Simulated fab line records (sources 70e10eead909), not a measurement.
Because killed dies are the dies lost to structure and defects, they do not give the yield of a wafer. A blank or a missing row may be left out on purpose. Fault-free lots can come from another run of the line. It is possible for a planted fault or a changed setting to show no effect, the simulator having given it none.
Which of the tools did it?    flow nand harc    33 wafers from 12 lots sampled at 6 of the route's 1159 steps

== WHAT THE GAUGES SHOWED, per wafer ==
NHARC_A_M1_CD_MEAS_09: target cd 120 nm.
lot   measured      on         cd nm (nm)
L300  day 18 02:14  cd sem-02  118.9 119.4 118.6
L299  day 18 06:27  cd sem-02  120.5 120.0 120.3
L302  day 19 17:22  cd sem-01  119.6 120.9 120.1
L307  day 20 02:16  cd sem-03  120.2 120.4 120.0
L312  day 21 00:02  cd sem-01  119.4 119.5 118.5
L311  day 22 02:59  cd sem-01  126.6 125.8
L315  day 22 06:41  cd sem-02  126.9 127.1 126.9 127.0
L317  day 23 01:31  cd sem-01  120.3 120.4 120.2
L316  day 23 01:49  cd sem-02  119.7 120.0 120.8
L318  day 23 13:50  cd sem-03  120.2 119.8 120.6
L319  day 23 21:16  cd sem-02  119.8 119.2 120.1
L320  day 25 08:13  cd sem-02  121.0 121.1 120.6

NHARC_A_M1_INSPECT_11.
lot   measured      on                 raw defect count
L300  day 18 02:21  defect inspect-01  20 15 17
L299  day 18 06:34  defect inspect-01  32 26 37
L302  day 19 17:29  defect inspect-02  30 35 26
L307  day 20 02:25  defect inspect-02  13 9 9
L312  day 21 00:10  defect inspect-02  45 34 21
L311  day 22 09:24  defect inspect-02  27
L315  day 22 11:16  defect inspect-02  61 65
L317  day 23 01:38  defect inspect-02  64 65 60
L316  day 23 01:56  defect inspect-02  24 29 29
L318  day 23 13:58  defect inspect-01  62 42 53
L319  day 23 21:23  defect inspect-02  18 25 24
L320  day 25 08:20  defect inspect-02  26 26 24

NHARC_END_SORT_01.
lot   measured      on         defect limited yield (%)  killed at array  killed at other  killed at periphery  killed dies  killed open  killed short  sort_bin_2_pct (%)  sort_bin_3_pct (%)  sort_bin_4_pct (%)  sort n pass  sort rim yield pct (%)  sort yield pct (%)
L311  day 23 17:58  prober-02  96.0                      22               0                5                    27           4            3             1.3                 0.15                2.5                 650          93.4                    96.0
L315  day 24 08:15  prober-01  93.9 91.4                 39 57            0 0              2 1                  41 58        3 5          1 3           1.5 3.8             0.89 0.30           3.7 4.4             636 619      89.6 91.5               93.9 91.4
L318  day 25 01:40  prober-01  91.7 93.1 92.3            54 42 46         0 0 0            2 5 6                56 47 52     2 5 3        0 1 0         2.7 2.5 3.1         0.59 0.30 0.30      5.0 4.1 4.3         621 630 625  96.2 95.3 94.3          91.7 93.1 92.3

== EACH LOT AND THE TOOL THAT RAN IT (in order: tool; ch and the chambers of the sampled wafers; start) ==
lot   NHARC_A_M0_ANNEAL_30              NHARC_A_M1_EXPOSE_06                NHARC_A_M1_DESCUM_14
L300  rtp anneal-02 ch 0, day 17 23:21  arfi scanner-03 ch 0, day 18 02:05  rie diel-08 ch 2,3, day 18 02:25
L299  rtp anneal-02 ch 0, day 18 04:03  arfi scanner-02 ch 0, day 18 06:18  rie diel-04 ch 0,2,3, day 18 06:38
L302  rtp anneal-02 ch 0, day 19 15:02  arfi scanner-01 ch 0, day 19 17:13  rie diel-08 ch 0,1,3, day 19 17:33
L307  rtp anneal-01 ch 0, day 20 00:08  arfi scanner-01 ch 0, day 20 02:08  rie diel-10 ch 1,3, day 20 02:28
L312  rtp anneal-01 ch 0, day 20 21:40  arfi scanner-01 ch 0, day 20 23:54  rie diel-10 ch 0,2,3, day 21 00:14
L311  rtp anneal-02 ch 0, day 22 00:46  arfi scanner-01 ch 0, day 22 02:50  rie diel-08 ch 0, day 22 09:28
L315  rtp anneal-01 ch 0, day 22 04:28  arfi scanner-01 ch 0, day 22 06:32  rie diel-10 ch 1,2, day 22 11:32
L317  rtp anneal-01 ch 0, day 22 23:19  arfi scanner-02 ch 0, day 23 01:22  rie diel-04 ch 0,2,3, day 23 01:42
L316  rtp anneal-02 ch 0, day 22 23:35  arfi scanner-03 ch 0, day 23 01:40  rie diel-10 ch 2,3, day 23 02:00
L318  rtp anneal-02 ch 0, day 23 11:49  arfi scanner-03 ch 0, day 23 13:43  rie diel-04 ch 0,1,2, day 23 14:02
L319  rtp anneal-02 ch 0, day 23 19:04  arfi scanner-02 ch 0, day 23 21:07  rie diel-08 ch 0,2, day 23 21:28
L320  rtp anneal-01 ch 0, day 25 06:05  arfi scanner-02 ch 0, day 25 08:05  rie diel-04 ch 0,1,3, day 25 08:25
- NHARC_A_M0_ANNEAL_30: time 90 s.
- NHARC_A_M1_EXPOSE_06: exposes mask A M1, target cd 120 nm.
- NHARC_A_M1_DESCUM_14: chemistry O2, time 3 s.

== WHAT THE TOOLS THEMSELVES READ (means of the sampled wafers that have a number; where no wafer has one, the mark that the record gives instead) ==
NHARC_A_M0_ANNEAL_30.
lot   tool           wafer_temp_C_max
L300  rtp anneal-02  226.79
L299  rtp anneal-02  226.53
L302  rtp anneal-02  226.40
L307  rtp anneal-01  226.30
L312  rtp anneal-01  226.35
L311  rtp anneal-02  226.31
L315  rtp anneal-01  226.28
L317  rtp anneal-01  226.37
L316  rtp anneal-02  226.49
L318  rtp anneal-02  226.43
L319  rtp anneal-02  226.10
L320  rtp anneal-01  226.69

NHARC_A_M1_DESCUM_14.
lot   tool         drypump motor current A (A)  oes product au (a.u.)  rf vpp V (V)  showerhead plenum p Torr (Torr)  throttle valve pct (%)
L300  rie diel-08  5.4                          1.009                  58.0          1.91                             11.305
L299  rie diel-04  5.6                          0.992                  57.0          1.87                             11.329
L302  rie diel-08  5.7                          1.004                  57.6          1.96                             11.317
L307  rie diel-10  5.8                          1.004                  57.9          1.93                             11.310
L312  rie diel-10  5.9                          1.001                  57.5          1.93                             11.304
L311  rie diel-08  5.8                          1.006                  59.0          2.03                             11.318
L315  rie diel-10  5.5                          0.997                  57.5          2.00                             11.309
L317  rie diel-04  5.6                          0.999                  57.5          1.86                             11.325
L316  rie diel-10  5.9                          1.000                  57.1          1.85                             11.313
L318  rie diel-04  6.1                          0.991                  56.9          1.82                             11.306
L319  rie diel-08  5.4                          0.991                  56.7          1.99                             11.313
L320  rie diel-04  5.9                          0.986                  57.8          1.85                             11.316

== THE ANSWER, worked out from the rows above alone ==
Rule: what is usual is taken from the lots themselves. The widest of any qualifying gaps counts: lots, ordered by their means at a reading, are off when they make up no more than a third of the lots, leave a main group of 4 or more, and stand apart from it by 3 or more times the standard deviation of that group's means. The tables above print the reading to a certain number of digits; a main group whose means all agree to those digits is not used. Also off: a lot with no number at a reading for which 4 or more lots have one. Any other lot the step has rows for is counted as sound. After the gauges, taken in route order, come the tools' own readings; for these a lot's mean is taken, as printed above. At the first step where some lot is off, the reading lying furthest off is the one used; lots without a number count as furthest.
Off, at NHARC_A_M1_CD_MEAS_09 on cd nm: L311, L315. The main group: mean 120.0 nm, standard deviation 0.55.
If a tool, at a process step before that reading, ran all the lots that are off and no sound lot after the first of them, it fits. The gauges at NHARC_A_M1_CD_MEAS_09 are tried like those tools. One fits: NHARC_A_M1_EXPOSE_06 on arfi scanner-01. A fault onset in the window from L312 (day 20 23:54, its last sound lot) to L311 (day 22 02:50, its first lot off) fits.

== WHAT THE SIMULATOR HAD PUT IN ==
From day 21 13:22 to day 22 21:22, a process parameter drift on arfi scanner-01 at NHARC_A_M1_EXPOSE_06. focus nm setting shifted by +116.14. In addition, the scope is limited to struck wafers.
Lots struck among those shown: L311, L315. Same finding as the rule above.
